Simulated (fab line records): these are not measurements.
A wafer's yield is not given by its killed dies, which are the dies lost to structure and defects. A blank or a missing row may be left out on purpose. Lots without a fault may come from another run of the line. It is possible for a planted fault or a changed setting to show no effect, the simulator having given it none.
Chamber matching + flow nand_harc + ald_hk-04 running NHARC_A_CHANNEL_FILL_D2_ALD_16: 4 sister chambers
The step deposits SiO2, target thk 1.5 nm, pulse time 10 s, ald cycles 15. 8 wafers are shown with their chamber, then 8 later ones without.

== EACH WAFER AND ITS CHAMBER ==
| wafer  | chamber | heater_power_w (W) | precursor_pulse_height_rel |
|--------|---------|--------------------|----------------------------|
| L074.1 | 0       | 527                | 0.999                      |
| L078.6 | 0       | 535                | 1.030                      |
| L085.1 | 1       | 406                | 1.024                      |
| L083.2 | 3       | 457                | 1.003                      |
| L086.2 | 3       | 447                | 0.961                      |
| L086.3 | 2       | 448                | 1.044                      |
| L086.4 | 1       | 401                | 1.049                      |
| L088.3 | 2       | 478                | 1.021                      |

== WAFERS WITH NO CHAMBER GIVEN ==
| wafer  | heater_power_w (W) | precursor_pulse_height_rel |
|--------|--------------------|----------------------------|
| L088.4 | 406                | 0.955                      |
| L088.6 | 489                | 1.006                      |
| L091.2 | 481                | 0.998                      |
| L091.3 | 381                | 1.008                      |
| L091.5 | 412                | 1.028                      |
| L096.2 | 544                | 0.987                      |
| L096.3 | 409                | 1.015                      |
| L096.6 | 365                | 1.026                      |

== WHICH CHAMBER EACH ONE RAN IN ==
| wafer  | from the rows above          | in truth                   |
|--------|------------------------------|----------------------------|
| L088.4 | can't be placed: 1 or 3      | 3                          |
| L088.6 | can't be placed: 2 or 3 or 0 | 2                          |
| L091.2 | can't be placed: 2 or 3      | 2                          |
| L091.3 | 1                            | 1                          |
| L091.5 | 1                            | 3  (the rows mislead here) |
| L096.2 | 0                            | 0                          |
| L096.3 | 1                            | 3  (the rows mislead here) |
| L096.6 | 1                            | 1                          |
3 of 8 placed correctly. Cannot be placed on the basis of these rows: 3; the candidates contain the true chamber in 3. Wrongly placed: 2.
How it was worked out, from the rows above alone: a wafer's distance from a chamber is the root of the sum, over the readings, of the square of ((its reading less the chamber's mean) divided by the reading's scatter). The wafer belongs to the nearest chamber; if the next one is less than 2 further off, it can't be placed. For every chamber, the mean is computed from those of its wafers that are shown. How the scatter is found: for the shown wafers, subtract from each reading the mean of its chamber, square and add these, divide the total by (wafers less chambers), then take the root.
